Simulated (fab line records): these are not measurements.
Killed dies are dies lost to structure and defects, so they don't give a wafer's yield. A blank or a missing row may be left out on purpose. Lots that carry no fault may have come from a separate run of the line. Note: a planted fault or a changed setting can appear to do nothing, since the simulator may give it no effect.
Which tool did it? :: flow nandHarc :: 14 lots, 42 wafers sampled, at 6 steps of a route of 1159

== WHAT THE GAUGES SHOWED, per wafer ==
NHARC_A_M0_THK_MEAS_24: measures by xrf. Usual: thkNm 114.0 nm, standard deviation 1.8.
lot: L612
measured: day 17 11:23
on: filmMetro-01
thkNm (nm): 116.8 117.1 117.9
flag: 

lot: L614
measured: day 18 01:53
on: filmMetro-01
thkNm (nm): 113.5 112.2 113.5
flag: 

lot: L617
measured: day 18 23:25
on: filmMetro-01
thkNm (nm): 114.1 116.4 111.9
flag: 

lot: L616
measured: day 19 02:41
on: filmMetro-02
thkNm (nm): 110.6 113.7 115.1
flag: 

lot: L624
measured: day 20 20:26
on: filmMetro-01
thkNm (nm): 115.0 112.5 113.9
flag: 

lot: L625
measured: day 21 00:07
on: filmMetro-01
thkNm (nm): 115.1 113.1 113.6
flag: 

lot: L630
measured: day 21 03:25
on: filmMetro-01
thkNm (nm): 112.7 116.7 113.5
flag: 

lot: L628
measured: day 21 15:17
on: filmMetro-01
thkNm (nm): 111.0 112.2 113.9
flag: 

lot: L629
measured: day 22 01:05
on: filmMetro-01
thkNm (nm): 114.6 118.6 115.3
flag: 

lot: L631
measured: day 22 01:17
on: filmMetro-02
thkNm (nm): 116.1 115.5 114.3
flag: 

lot: L632
measured: day 22 02:05
on: filmMetro-01
thkNm (nm): 111.9 115.0 117.1
flag: 

lot: L634
measured: day 22 20:59
on: filmMetro-02
thkNm (nm): 115.2 115.7 112.3
flag: 

lot: L635
measured: day 23 02:48
on: filmMetro-02
thkNm (nm): 112.2 111.0 114.0
flag: 

lot: L633
measured: day 23 10:08
on: filmMetro-02
thkNm (nm): 112.2 114.7 112.8
flag: 

NHARC_A_M1_CD_MEAS_16. Usual: cdNm 120.0 nm, standard deviation 1.3.
lot: L612
measured: day 17 13:25
on: cdSem-02
cdNm (nm): 119.1 119.6 117.5
flag: 

lot: L614
measured: day 18 03:59
on: cdSem-03
cdNm (nm): 120.9 120.7 120.1
flag: 

lot: L617
measured: day 19 01:19
on: cdSem-03
cdNm (nm): 121.6 119.1 121.6
flag: 

lot: L616
measured: day 19 04:44
on: cdSem-03
cdNm (nm): 121.9 121.7 121.8
flag: 

lot: L624
measured: day 20 22:29
on: cdSem-01
cdNm (nm): 120.5 120.3 120.4
flag: 

lot: L625
measured: day 21 02:01
on: cdSem-03
cdNm (nm): 118.6 120.3 118.1
flag: 

lot: L630
measured: day 21 05:26
on: cdSem-03
cdNm (nm): 121.7 119.0 123.3
flag: 

lot: L628
measured: day 21 17:12
on: cdSem-02
cdNm (nm): 118.6 119.5 120.9
flag: 

lot: L629
measured: day 22 03:00
on: cdSem-03
cdNm (nm): 119.3 120.7 119.9
flag: 

lot: L631
measured: day 22 03:18
on: cdSem-01
cdNm (nm): 118.5 118.9 119.8
flag: 

lot: L632
measured: day 22 04:02
on: cdSem-02
cdNm (nm): 119.5 118.4 118.8
flag: 

lot: L634
measured: day 22 23:38
on: cdSem-02
cdNm (nm): 120.9 121.7 120.4
flag: 

lot: L635
measured: day 23 04:51
on: cdSem-02
cdNm (nm): 119.6 120.3 120.2
flag: 

lot: L633
measured: day 23 12:39
on: cdSem-02
cdNm (nm): 121.7 121.5 120.3
flag: 

NHARC_A_M1_THK_MEAS_24: measures by xrf. Usual: thkNm 154.9 nm, standard deviation 1.5.
lot: L612
measured: day 17 15:39
on: filmMetro-01
thkNm (nm): 153.5 159.1 157.7
flag: 

lot: L614
measured: day 18 06:06
on: filmMetro-02
thkNm (nm): 151.8 156.4 152.1
flag: 

lot: L617
measured: day 19 03:34
on: filmMetro-01
thkNm (nm): 29.9 30.2 29.1
flag: OFF

lot: L616
measured: day 19 06:52
on: filmMetro-02
thkNm (nm): 30.7 30.6 30.5
flag: OFF

lot: L624
measured: day 21 00:36
on: filmMetro-01
thkNm (nm): 153.9 153.6 153.5
flag: 

lot: L625
measured: day 21 04:07
on: filmMetro-01
thkNm (nm): 157.3 155.4 155.7
flag: 

lot: L630
measured: day 21 07:40
on: filmMetro-01
thkNm (nm): 155.1 155.6 154.9
flag: 

lot: L628
measured: day 21 19:21
on: filmMetro-01
thkNm (nm): 154.5 156.8 155.1
flag: 

lot: L629
measured: day 22 05:06
on: filmMetro-01
thkNm (nm): 154.6 156.4 154.9
flag: 

lot: L631
measured: day 22 05:37
on: filmMetro-02
thkNm (nm): 152.5 154.9 154.6
flag: 

lot: L632
measured: day 22 06:13
on: filmMetro-01
thkNm (nm): 156.4 156.9 155.5
flag: 

lot: L634
measured: day 23 01:45
on: filmMetro-02
thkNm (nm): 155.8 153.7 156.9
flag: 

lot: L635
measured: day 23 07:02
on: filmMetro-01
thkNm (nm): 154.1 155.2 153.9
flag: 

lot: L633
measured: day 23 14:57
on: filmMetro-01
thkNm (nm): 155.5 153.5 156.5
flag: 

== TOOL THAT RAN EACH LOT (tool first, then ch and the chambers of the sampled wafers, then the start) ==
lot: L612
NHARC_A_M1_PVD_21: pvdSputter-03, day 17 14:30 or earlier
NHARC_A_M1_ECD_22: ecdCu-01 ch 0,1, day 17 14:30
NHARC_A_M1_CMP_23: cmp-04 ch 0,2,3, day 17 15:22

lot: L614
NHARC_A_M1_PVD_21: pvdSputter-02, day 18 05:07 or earlier
NHARC_A_M1_ECD_22: ecdCu-02 ch 0, day 18 05:07
NHARC_A_M1_CMP_23: cmp-03 ch 0,2, day 18 05:49

lot: L617
NHARC_A_M1_PVD_21: pvdSputter-02, day 19 02:34 or earlier
NHARC_A_M1_ECD_22: ecdCu-01 ch 0,1, day 19 02:34
NHARC_A_M1_CMP_23: cmp-04 ch 1,3, day 19 03:16

lot: L616
NHARC_A_M1_PVD_21: pvdSputter-03, day 19 05:52 or earlier
NHARC_A_M1_ECD_22: ecdCu-02 ch 0,1, day 19 05:52
NHARC_A_M1_CMP_23: cmp-04 ch 0,3, day 19 06:32

lot: L624
NHARC_A_M1_PVD_21: pvdSputter-01, day 20 23:34 or earlier
NHARC_A_M1_ECD_22: ecdCu-02 ch 0,1, day 20 23:34
NHARC_A_M1_CMP_23: cmp-02 ch 0,1,2, day 21 00:17

lot: L625
NHARC_A_M1_PVD_21: pvdSputter-01, day 21 03:11 or earlier
NHARC_A_M1_ECD_22: ecdCu-02 ch 0,1, day 21 03:11
NHARC_A_M1_CMP_23: cmp-03 ch 0,1,3, day 21 03:53

lot: L630
NHARC_A_M1_PVD_21: pvdSputter-02, day 21 06:37 or earlier
NHARC_A_M1_ECD_22: ecdCu-01 ch 0,1, day 21 06:37
NHARC_A_M1_CMP_23: cmp-03 ch 0,1,3, day 21 07:20

lot: L628
NHARC_A_M1_PVD_21: pvdSputter-01, day 21 18:19 or earlier
NHARC_A_M1_ECD_22: ecdCu-02 ch 0,1, day 21 18:19
NHARC_A_M1_CMP_23: cmp-04 ch 0,2, day 21 19:04

lot: L629
NHARC_A_M1_PVD_21: pvdSputter-03, day 22 04:04 or earlier
NHARC_A_M1_ECD_22: ecdCu-02 ch 0,1, day 22 04:04
NHARC_A_M1_CMP_23: cmp-02 ch 0,1,3, day 22 04:51

lot: L631
NHARC_A_M1_PVD_21: pvdSputter-01, day 22 04:37 or earlier
NHARC_A_M1_ECD_22: ecdCu-01 ch 0,1, day 22 04:37
NHARC_A_M1_CMP_23: cmp-02 ch 0,1,2, day 22 05:21

lot: L632
NHARC_A_M1_PVD_21: pvdSputter-03, day 22 05:16 or earlier
NHARC_A_M1_ECD_22: ecdCu-01 ch 0,1, day 22 05:16
NHARC_A_M1_CMP_23: cmp-03 ch 0,1, day 22 05:55

lot: L634
NHARC_A_M1_PVD_21: pvdSputter-02, day 23 00:49 or earlier
NHARC_A_M1_ECD_22: ecdCu-02 ch 0,1, day 23 00:49
NHARC_A_M1_CMP_23: cmp-04 ch 0,1, day 23 01:26

lot: L635
NHARC_A_M1_PVD_21: pvdSputter-03, day 23 05:59 or earlier
NHARC_A_M1_ECD_22: ecdCu-01 ch 0,1, day 23 05:59
NHARC_A_M1_CMP_23: cmp-03 ch 0,1,3, day 23 06:43

lot: L633
NHARC_A_M1_PVD_21: pvdSputter-01, day 23 13:55 or earlier
NHARC_A_M1_ECD_22: ecdCu-02 ch 0,1, day 23 13:55
NHARC_A_M1_CMP_23: cmp-04 ch 0,1,2, day 23 14:40
- NHARC_A_M1_PVD_21: deposits Cu, target thk 30 nm, time 20.49 s.
- NHARC_A_M1_ECD_22: material Cu, target thk 400 nm.
- NHARC_A_M1_CMP_23: polishes, t overpolish 20 s, target thk 154.34 nm.

== WHAT THE TOOLS THEMSELVES READ (means of the sampled wafers that have a number; where no wafer has one, the mark that the record gives instead) ==
NHARC_A_M1_PVD_21. Usual: throttleValvePct 30.0 %, standard deviation 0.92.
lot: L612
tool: pvdSputter-03
throttleValvePct (%): 31.0
flag: 

lot: L614
tool: pvdSputter-02
throttleValvePct (%): 30.3
flag: 

lot: L617
tool: pvdSputter-02
throttleValvePct (%): 30.0
flag: 

lot: L616
tool: pvdSputter-03
throttleValvePct (%): 30.7
flag: 

lot: L624
tool: pvdSputter-01
throttleValvePct (%): 29.2
flag: 

lot: L625
tool: pvdSputter-01
throttleValvePct (%): 28.6
flag: 

lot: L630
tool: pvdSputter-02
throttleValvePct (%): 29.8
flag: 

lot: L628
tool: pvdSputter-01
throttleValvePct (%): 29.5
flag: 

lot: L629
tool: pvdSputter-03
throttleValvePct (%): 30.8
flag: 

lot: L631
tool: pvdSputter-01
throttleValvePct (%): 30.1
flag: 

lot: L632
tool: pvdSputter-03
throttleValvePct (%): 30.4
flag: 

lot: L634
tool: pvdSputter-02
throttleValvePct (%): 30.3
flag: 

lot: L635
tool: pvdSputter-03
throttleValvePct (%): 30.7
flag: 

lot: L633
tool: pvdSputter-01
throttleValvePct (%): 29.0
flag: 

NHARC_A_M1_ECD_22. Usual: bathHeatDutyPct 6.6 %, standard deviation 0.57; bathTempC 25.00 C, standard deviation 0.11.
lot: L612
tool: ecdCu-01
bathHeatDutyPct (%): 6.1
bathTempC (C): 25.02
flag: 

lot: L614
tool: ecdCu-02
bathHeatDutyPct (%): 6.5
bathTempC (C): 25.05
flag: 

lot: L617
tool: ecdCu-01
bathHeatDutyPct (%): -
bathTempC (C): -
flag: OFF

lot: L616
tool: ecdCu-02
bathHeatDutyPct (%): -
bathTempC (C): -
flag: OFF

lot: L624
tool: ecdCu-02
bathHeatDutyPct (%): 7.0
bathTempC (C): 24.96
flag: 

lot: L625
tool: ecdCu-02
bathHeatDutyPct (%): 6.9
bathTempC (C): 24.95
flag: 

lot: L630
tool: ecdCu-01
bathHeatDutyPct (%): 6.4
bathTempC (C): 24.93
flag: 

lot: L628
tool: ecdCu-02
bathHeatDutyPct (%): 6.4
bathTempC (C): 25.01
flag: 

lot: L629
tool: ecdCu-02
bathHeatDutyPct (%): 6.6
bathTempC (C): 25.06
flag: 

lot: L631
tool: ecdCu-01
bathHeatDutyPct (%): 6.3
bathTempC (C): 25.00
flag: 

lot: L632
tool: ecdCu-01
bathHeatDutyPct (%): 6.3
bathTempC (C): 24.93
flag: 

lot: L634
tool: ecdCu-02
bathHeatDutyPct (%): 6.8
bathTempC (C): 25.00
flag: 

lot: L635
tool: ecdCu-01
bathHeatDutyPct (%): 6.4
bathTempC (C): 25.05
flag: 

lot: L633
tool: ecdCu-02
bathHeatDutyPct (%): 6.5
bathTempC (C): 25.00
flag: 

NHARC_A_M1_CMP_23. Usual: edgeZonePressureFrac 1.000, standard deviation 0.0049; motorCurrentA 12.0 A, standard deviation 1.3; timeToEndpointS 30 s, standard deviation 3.1.
lot: L612
tool: cmp-04
edgeZonePressureFrac: 1.000
motorCurrentA (A): 12.4
timeToEndpointS (s): 34
flag: 

lot: L614
tool: cmp-03
edgeZonePressureFrac: 1.005
motorCurrentA (A): 11.6
timeToEndpointS (s): 27
flag: 

lot: L617
tool: cmp-04
edgeZonePressureFrac: 1.001
motorCurrentA (A): 11.3
timeToEndpointS (s): 2
flag: OFF

lot: L616
tool: cmp-04
edgeZonePressureFrac: 0.993
motorCurrentA (A): 12.0
timeToEndpointS (s): 7
flag: OFF

lot: L624
tool: cmp-02
edgeZonePressureFrac: 1.003
motorCurrentA (A): 12.1
timeToEndpointS (s): 30
flag: 

lot: L625
tool: cmp-03
edgeZonePressureFrac: 0.999
motorCurrentA (A): 13.3
timeToEndpointS (s): 32
flag: 

lot: L630
tool: cmp-03
edgeZonePressureFrac: 1.001
motorCurrentA (A): 13.1
timeToEndpointS (s): 29
flag: 

lot: L628
tool: cmp-04
edgeZonePressureFrac: 0.998
motorCurrentA (A): 12.8
timeToEndpointS (s): 33
flag: 

lot: L629
tool: cmp-02
edgeZonePressureFrac: 0.999
motorCurrentA (A): 11.7
timeToEndpointS (s): 29
flag: 

lot: L631
tool: cmp-02
edgeZonePressureFrac: 1.001
motorCurrentA (A): 11.8
timeToEndpointS (s): 29
flag: 

lot: L632
tool: cmp-03
edgeZonePressureFrac: 1.000
motorCurrentA (A): 13.3
timeToEndpointS (s): 33
flag: 

lot: L634
tool: cmp-04
edgeZonePressureFrac: 1.000
motorCurrentA (A): 11.9
timeToEndpointS (s): 31
flag: 

lot: L635
tool: cmp-03
edgeZonePressureFrac: 1.004
motorCurrentA (A): 13.0
timeToEndpointS (s): 30
flag: 

lot: L633
tool: cmp-04
edgeZonePressureFrac: 0.999
motorCurrentA (A): 12.4
timeToEndpointS (s): 31
flag: 

== THE ANSWER, worked out from the rows above alone ==
Rule: take the mean of a lot's wafers that have a number; if it is more than 3 standard deviations from the usual mean, the lot is off. Also off: a lot with no number at a reading for which 4 or more lots have one. Where the step has rows for the other lots, those lots are counted as sound. After the gauges, taken in route order, come the tools' own readings; for these a lot's mean is taken, as printed above. The first step at which some lot is off is used, and at that step the reading that is off furthest; a lot without a number counts as furthest.
Off, at NHARC_A_M1_THK_MEAS_24 on thkNm: L617, L616.
If a tool, at a process step before that reading, ran all the lots that are off and no sound lot after the first of them, it fits. Not tried: the gauges at NHARC_A_M1_THK_MEAS_24; whatever is off there is also off at NHARC_A_M1_ECD_22, on other tools, and gauge error can't account for it. Because NHARC_A_M1_PVD_21 lacks a start for some lots, the hours and order of its lots are taken from NHARC_A_M1_ECD_22. Not one of the candidates tried fits.

== WHAT THE SIMULATOR HAD PUT IN ==
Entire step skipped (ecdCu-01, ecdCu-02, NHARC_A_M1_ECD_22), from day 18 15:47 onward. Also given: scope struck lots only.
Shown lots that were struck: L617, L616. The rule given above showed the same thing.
